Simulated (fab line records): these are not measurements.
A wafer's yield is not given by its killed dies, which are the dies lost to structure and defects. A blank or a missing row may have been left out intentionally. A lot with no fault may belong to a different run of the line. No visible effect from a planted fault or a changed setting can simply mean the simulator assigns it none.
fab line records + flow n5_finfet
[record]
- lots = 12
- wafers = 33
- last_day = 17
route steps=1938 shown BEOL_M6@1239 BEOL_M7@1270
lots that met no fault: taken from a fault-free run of the same line
start_h: start of the lot's first displayed wafer, in hours after the record's first day + wait_h: hours since the lot's step before + " unchanged from the row above + L1.1+2: a single row standing in for several wafers + - either no value or no given start + * or withheld: withheld + < > ~ a bound
route shown NAME@n: names a module that has steps shown in the file, with the first one's number in the route + usual: mean/standard deviation taken from wafers without a fault + same: alike in all rows + chamber/n: place in a boat + sites: per-site readings + _std_site: their standard deviation + _edge_site: outer sites' mean less inner sites' + radius_mm: for every site, how far away it sits from the centre of the wafer + mask NAME#n: copy n + behind: the tool/chamber that last shaped the wafer + hold: why the lot was held/for how many hours/how that ended + device: the n, p or np transistor that did not switch + end of line: the same wafers' tests at the end of the route + a step with no rows: only its recipe + killed: not the wafer's yield, but the dies lost to structure and defects at the first sort + map: shows each die of a wafer: x if killed, . if not, _ if none is there
set.NAME: the setting the step ran with; set.NAME@STEP: the setting that earlier step ran with + model.NAME: the simulator's own value behind a step, which no gauge read
the route's steps for a sample of lots (tables are steps, rows are wafers)
services: the hour from which a tool's chamber was out of use, counted from the record's first day as start_h (under 0 if before that day), plus the number of hours and why
[[steps]]
[step N5_BEOL_M6_TRENCH_ETCH_37]
[recipe]
- chemistry = C4F6/O2
- target_depth_a = 944.35
- target = SiCOH_lowk
- time_s = 31.5
- ion_energy_ev = 250
- pressure_mtorr = 30
- source_w = 345
- bias_w = 185
- Ar_flow_sccm = 300
- C4F6_flow_sccm = 10
- O2_flow_sccm = 10
[usual]
- O2_flow_sccm = 9.998/0.029
- drypump_motor_current_A = 5.6/0.47
- oes_product_au = 0.84/0.094
- rf_vpp_V = 661/28
- showerhead_plenum_p_Torr = 2.89/0.071
- throttle_valve_pct = 20.83/0.21
| lot.wafer | tool        | chamber | start_h | wait_h | O2_flow_sccm | drypump_motor_current_A | oes_product_au | rf_hours_counter_h | rf_vpp_V | showerhead_plenum_p_Torr | throttle_valve_pct |
|-----------|-------------|---------|---------|--------|--------------|-------------------------|----------------|--------------------|----------|--------------------------|--------------------|
| L991.1    | rie_diel-04 | 3       | -       | -      | 9.980        | 5.4                     | 0.96           | 4                  | 663      | 2.82                     | 20.84              |
| L991.3    | "           | 1       | "       | "      | 10.044       | 5.1                     | 0.69           | 232                | 645      | 2.92                     | 21.30              |
| L991.5    | "           | 1       | "       | "      | 10.012       | 5.1                     | 0.69           | -                  | 647      | 2.92                     | 21.29              |
| L992.2    | rie_diel-05 | 2       | -       | -      | 9.977        | 6.3                     | 0.80           | 101                | 616      | 3.01                     | 20.99              |
| L992.6    | "           | 0       | "       | "      | 9.975        | 6.1                     | 0.75           | -                  | 680      | 2.93                     | 20.67              |
| L993.2    | rie_diel-04 | 0       | -       | -      | 10.012       | 5.9                     | 0.93           | 15                 | 645      | 2.79                     | 20.63              |
| L993.4    | "           | 3       | "       | "      | 9.959        | 5.4                     | 0.94           | 6                  | 665      | 2.82                     | 20.83              |
| L994.2    | rie_diel-05 | 2       | -       | -      | 9.997        | 6.4                     | 0.81           | 105                | 617      | 3.01                     | 20.98              |
| L994.3    | "           | 3       | "       | "      | 9.985        | 5.6                     | 0.89           | 18                 | 623      | 2.99                     | 20.57              |
| L996.1    | rie_diel-06 | 0       | -       | -      | 10.027       | 5.7                     | 0.75           | 143                | 716      | 2.86                     | 20.76              |
| L996.2    | "           | 2       | "       | "      | 9.979        | 6.0                     | 0.76           | 179                | 665      | 2.95                     | 20.52              |
| L996.3    | "           | 1       | "       | "      | 9.952        | 6.1                     | 0.67           | 239                | 692      | 2.82                     | 21.01              |
| L997.1    | rie_diel-05 | 3       | -       | -      | 9.994        | 5.6                     | 0.88           | 26                 | 622      | 2.99                     | 20.58              |
| L997.5    | "           | 1       | "       | "      | 10.036       | 5.2                     | 1.00           | -                  | 683      | 2.92                     | 20.76              |
| L997.6    | "           | 0       | "       | "      | 9.992        | 6.1                     | 0.73           | -                  | 681      | 2.92                     | 20.66              |
| L107.2    | rie_diel-04 | 2       | -       | -      | 10.025       | 4.8                     | 0.92           | 14                 | 683      | 2.90                     | 20.88              |
| L107.4    | "           | 1       | "       | "      | 9.979        | 5.1                     | 0.96           | 7                  | 646      | 2.91                     | 21.03              |
| L107.6    | "           | 1       | "       | "      | 10.019       | 5.1                     | 0.97           | -                  | 646      | 2.91                     | 21.02              |
| L109.1    | rie_diel-05 | 3       | -       | -      | 10.028       | 5.6                     | 0.84           | 50                 | 622      | 2.98                     | 20.62              |
| L109.2    | "           | 1       | "       | "      | 10.016       | 5.2                     | 0.92           | 31                 | 683      | 2.90                     | 20.79              |
| L109.3    | "           | 0       | "       | "      | 10.012       | 6.0                     | 0.71           | 230                | 680      | 2.91                     | 20.71              |
| L111.2    | rie_diel-06 | 3       | -       | -      | 9.984        | 5.8                     | 0.71           | 234                | 695      | 2.83                     | 21.27              |
| L111.3    | "           | 1       | "       | "      | 10.040       | 6.2                     | 0.95           | 11                 | 690      | 2.81                     | 20.68              |
| L111.5    | "           | 1       | "       | "      | 10.028       | 6.1                     | 0.95           | -                  | 692      | 2.81                     | 20.66              |
| L112.1    | rie_diel-04 | 1       | -       | -      | 9.985        | 5.1                     | 0.93           | 22                 | 647      | 2.90                     | 21.06              |
| L112.3    | "           | 2       | "       | "      | 9.994        | 4.8                     | 0.89           | 27                 | 684      | 2.89                     | 20.90              |
| L112.6    | "           | 1       | "       | "      | 10.048       | 5.1                     | 0.93           | -                  | 647      | 2.90                     | 21.05              |
| L113.2    | rie_diel-05 | 2       | -       | -      | 10.047       | 6.4                     | 0.77           | 150                | 615      | 2.99                     | 21.06              |
| L113.3    | "           | 0       | "       | "      | 10.029       | 6.1                     | 0.72           | 243                | 680      | 2.90                     | 20.72              |
| L113.6    | "           | 2       | "       | "      | 9.992        | 6.3                     | 0.77           | -                  | 616      | 2.99                     | 21.05              |
| L114.1    | rie_diel-05 | 2       | -       | -      | 10.032       | 6.3                     | 0.76           | 151                | 615      | 2.99                     | 21.05              |
| L114.3    | "           | 0       | "       | "      | 10.026       | 6.1                     | 0.70           | 245                | 680      | 2.90                     | 20.73              |
| L114.6    | "           | 2       | "       | "      | 10.003       | 6.4                     | 0.76           | -                  | 616      | 2.99                     | 21.05              |
[step N5_BEOL_M6_DEP_56]
[recipe]
- material = SiCN
- target_thk_a = 100
- temp_c = withheld
- precursor = 3MS/NH3
- pressure_torr = 3
- rf_w = 202
- time_s = 17.5
[usual]
- showerhead_plenum_p_Torr = 3.663/0.013
- throttle_valve_pct = 9.0/0.38
| lot.wafer | tool     | chamber | start_h | wait_h | showerhead_plenum_p_Torr | throttle_valve_pct |
|-----------|----------|---------|---------|--------|--------------------------|--------------------|
| L991.1    | pecvd-01 | 0       | 185.30  | 0.0    | 3.677                    | 8.6                |
| L991.3    | "        | 2       | "       | "      | 3.679                    | 9.1                |
| L991.5    | "        | 1       | "       | "      | 3.633                    | 9.2                |
| L992.2    | pecvd-02 | 2       | 190.87  | 0.0    | 3.667                    | 8.8                |
| L992.6    | "        | 0       | "       | "      | 3.664                    | 9.7                |
| L993.2    | pecvd-03 | 1       | 193.50  | 0.0    | 3.637                    | 8.7                |
| L993.4    | "        | 2       | "       | "      | 3.658                    | 8.7                |
| L994.2    | pecvd-03 | 0       | 201.78  | 0.0    | 3.661                    | 9.2                |
| L994.3    | "        | 1       | "       | "      | 3.658                    | 8.8                |
| L996.1    | pecvd-03 | 0       | 216.62  | 0.0    | 3.664                    | 9.0                |
| L996.2    | "        | 2       | "       | "      | 3.654                    | 9.1                |
| L996.3    | "        | 1       | "       | "      | 3.654                    | 8.8                |
| L997.1    | pecvd-02 | 2       | 221.50  | 0.0    | 3.681                    | 9.0                |
| L997.5    | "        | 1       | "       | "      | 3.676                    | 9.4                |
| L997.6    | "        | 2       | "       | "      | 3.671                    | 8.9                |
| L107.2    | pecvd-02 | 2       | 280.44  | 0.0    | 3.677                    | 8.7                |
| L107.4    | "        | 1       | "       | "      | 3.676                    | 9.3                |
| L107.6    | "        | 0       | "       | "      | 3.667                    | 9.8                |
| L109.1    | pecvd-02 | 0       | 292.79  | 0.0    | 3.663                    | 9.7                |
| L109.2    | "        | 1       | "       | "      | 3.676                    | 9.1                |
| L109.3    | "        | 2       | "       | "      | 3.669                    | 8.8                |
| L111.2    | pecvd-03 | 2       | 310.31  | 0.0    | 3.650                    | 9.2                |
| L111.3    | "        | 1       | "       | "      | 3.660                    | 8.6                |
| L111.5    | "        | 0       | "       | "      | 3.656                    | 8.8                |
| L112.1    | pecvd-03 | 1       | 315.33  | 0.0    | 3.664                    | 8.9                |
| L112.3    | "        | 2       | "       | "      | 3.661                    | 8.9                |
| L112.6    | "        | 0       | "       | "      | 3.657                    | 8.9                |
| L113.2    | pecvd-02 | 1       | 327.84  | 0.0    | 3.675                    | 9.1                |
| L113.3    | "        | 0       | "       | "      | 3.658                    | 9.7                |
| L113.6    | "        | 1       | "       | "      | 3.680                    | 9.2                |
| L114.1    | pecvd-01 | 0       | 330.39  | 0.0    | 3.687                    | 8.8                |
| L114.3    | "        | 2       | "       | "      | 3.674                    | 8.4                |
| L114.6    | "        | 1       | "       | "      | 3.643                    | 9.1                |
[step N5_BEOL_M7_COAT_05]
[recipe]
- resist = CAR-ArF
- spin_rpm = 1500
- resist_thk_nm = 90
[usual]
- spin_speed_rpm = 1499.9/0.89
| lot.wafer | tool           | chamber | start_h | wait_h | spin_speed_rpm |
|-----------|----------------|---------|---------|--------|----------------|
| L991.1    | litho_track-02 | 0       | 186.89  | -      | 1499.0         |
| L991.3    | "              | 0       | "       | "      | 1499.1         |
| L991.5    | "              | 0       | "       | "      | 1499.6         |
| L992.2    | litho_track-03 | 0       | 193.33  | -      | 1500.4         |
| L992.6    | "              | 0       | "       | "      | 1500.8         |
| L993.2    | litho_track-02 | 0       | 194.74  | -      | 1500.2         |
| L993.4    | "              | 0       | "       | "      | 1500.1         |
| L994.2    | litho_track-02 | 0       | 204.12  | -      | 1500.9         |
| L994.3    | "              | 0       | "       | "      | 1499.3         |
| L996.1    | litho_track-02 | 0       | 217.67  | -      | 1380.1         |
| L996.2    | "              | 0       | "       | "      | 1378.9         |
| L996.3    | "              | 0       | "       | "      | 1379.2         |
| L997.1    | litho_track-02 | 0       | 223.98  | -      | 1380.2         |
| L997.5    | "              | 0       | "       | "      | 1379.5         |
| L997.6    | "              | 0       | "       | "      | 1381.0         |
| L107.2    | litho_track-04 | 0       | 282.85  | -      | 1498.0         |
| L107.4    | "              | 0       | "       | "      | 1499.9         |
| L107.6    | "              | 0       | "       | "      | 1499.3         |
| L109.1    | litho_track-03 | 0       | 294.73  | -      | 1500.2         |
| L109.2    | "              | 0       | "       | "      | 1499.5         |
| L109.3    | "              | 0       | "       | "      | 1499.6         |
| L111.2    | litho_track-02 | 0       | 313.76  | -      | 1500.8         |
| L111.3    | "              | 0       | "       | "      | 1500.1         |
| L111.5    | "              | 0       | "       | "      | 1500.9         |
| L112.1    | litho_track-04 | 0       | 317.34  | -      | 1499.7         |
| L112.3    | "              | 0       | "       | "      | 1498.8         |
| L112.6    | "              | 0       | "       | "      | 1501.7         |
| L113.2    | litho_track-02 | 0       | 329.31  | -      | 1500.9         |
| L113.3    | "              | 0       | "       | "      | 1500.5         |
| L113.6    | "              | 0       | "       | "      | 1499.3         |
| L114.1    | litho_track-04 | 0       | 332.03  | -      | 1501.2         |
| L114.3    | "              | 0       | "       | "      | 1501.8         |
| L114.6    | "              | 0       | "       | "      | 1499.4         |
[step N5_BEOL_M7_CD_MEAS_11]
[recipe]
- target_cd_nm = 38.5
- landing_energy_ev = 500
- detector = se_inlens
- polarity = opening
[usual]
- cd_nm = 39.0/0.94
| lot.wafer | tool      | chamber | start_h | wait_h | cd_nm |
|-----------|-----------|---------|---------|--------|-------|
| L991.1    | cd_sem-02 | 0       | 187.26  | -      | 38.8  |
| L991.3    | "         | 0       | "       | "      | 38.2  |
| L991.5    | "         | 0       | "       | "      | 39.1  |
| L992.2    | cd_sem-01 | 0       | 193.57  | -      | 38.1  |
| L992.6    | "         | 0       | "       | "      | 37.2  |
| L993.2    | cd_sem-03 | 0       | 194.98  | -      | 39.9  |
| L993.4    | "         | 0       | "       | "      | 39.9  |
| L994.2    | cd_sem-02 | 0       | 204.49  | -      | 40.0  |
| L994.3    | "         | 0       | "       | "      | 39.8  |
| L996.1    | cd_sem-01 | 0       | 218.04  | -      | 40.2  |
| L996.2    | "         | 0       | "       | "      | 39.2  |
| L996.3    | "         | 0       | "       | "      | 40.3  |
| L997.1    | cd_sem-01 | 0       | 224.22  | -      | 38.0  |
| L997.5    | "         | 0       | "       | "      | 37.7  |
| L997.6    | "         | 0       | "       | "      | 38.0  |
| L107.2    | cd_sem-03 | 0       | 283.10  | -      | 38.9  |
| L107.4    | "         | 0       | "       | "      | 37.8  |
| L107.6    | "         | 0       | "       | "      | 38.4  |
| L109.1    | cd_sem-03 | 0       | 295.09  | -      | 39.6  |
| L109.2    | "         | 0       | "       | "      | 39.4  |
| L109.3    | "         | 0       | "       | "      | 39.2  |
| L111.2    | cd_sem-03 | 0       | 314.13  | -      | 39.1  |
| L111.3    | "         | 0       | "       | "      | 39.9  |
| L111.5    | "         | 0       | "       | "      | 39.2  |
| L112.1    | cd_sem-01 | 0       | 317.58  | -      | 40.8  |
| L112.3    | "         | 0       | "       | "      | 40.2  |
| L112.6    | "         | 0       | "       | "      | 40.1  |
| L113.2    | cd_sem-03 | 0       | 329.55  | -      | 39.5  |
| L113.3    | "         | 0       | "       | "      | 39.5  |
| L113.6    | "         | 0       | "       | "      | 38.9  |
| L114.1    | cd_sem-03 | 0       | 332.39  | -      | 38.0  |
| L114.3    | "         | 0       | "       | "      | 38.1  |
| L114.6    | "         | 0       | "       | "      | 37.3  |
[[services]]
| tool        | chamber | start_h | hours | kind                          |
|-------------|---------|---------|-------|-------------------------------|
| rie_diel-05 | 1       | 178.48  | -     | clean                         |
| rie_diel-05 | 1       | 178.48  | -     | consumable_replace:focus_ring |
| pecvd-01    | -       | 198.46  | 1.8   | repair                        |
| rie_diel-06 | 0       | 207.22  | 4.4   | repair                        |
| rie_diel-04 | 2       | 217.90  | 5.7   | repair                        |
| pecvd-03    | -       | 221.28  | 2.8   | pm                            |
| rie_diel-04 | 2       | 223.62  | -     | clean                         |
| rie_diel-04 | 2       | 223.62  | -     | consumable_replace:focus_ring |
| rie_diel-04 | 2       | 223.62  | 14.5  | scheduled_down                |
| rie_diel-04 | 2       | 223.62  | 14.5  | vent_cycle                    |
| pecvd-02    | -       | 225.45  | 14.6  | pm                            |
| pecvd-01    | 0       | 226.24  | 23.5  | repair                        |
| rie_diel-05 | 0       | 230.90  | 5.1   | repair                        |
| pecvd-01    | 2       | 233.26  | 6.5   | repair                        |
| pecvd-01    | -       | 237.10  | 5.5   | pm                            |
| rie_diel-06 | 3       | 245.02  | 16.7  | repair                        |
| pecvd-01    | -       | 246.30  | 0.3   | repair                        |
| pecvd-02    | 1       | 253.92  | 5.5   | scheduled_down                |
| pecvd-01    | -       | 265.34  | 11.7  | repair                        |
| pecvd-02    | 0       | 277.57  | 2.1   | scheduled_down                |
| rie_diel-06 | 2       | 302.78  | 3.3   | repair                        |
| pecvd-02    | 2       | 305.69  | 20.6  | repair                        |
| rie_diel-04 | 3       | 307.04  | 5.2   | repair                        |
| rie_diel-04 | 1       | 324.53  | 5.2   | repair                        |
[[key]]
[first_sign]
- step = N5_BEOL_M7_COAT_05
- reading = spin_speed_rpm
- direction = down
- sigmas = 99+
- usual = *
- struck = *
effect none on later readings
met_at N5_BEOL_M7_COAT_05
struck_lots L996,L997
not_acting_at N5_BEOL_M6_TRENCH_ETCH_37,N5_BEOL_M6_DEP_56,N5_BEOL_M7_CD_MEAS_11
onset_between 204.12 217.67
[fault]
- kind = process_parameter_drift
- tool = litho_track-02
- chamber = -
- onset_h = 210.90
- steps = N5_BEOL_M7_COAT_05
- channel = spin_rpm
- offset = *
- shape = step
- end_h = 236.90
- acts_in = *
- stated = *
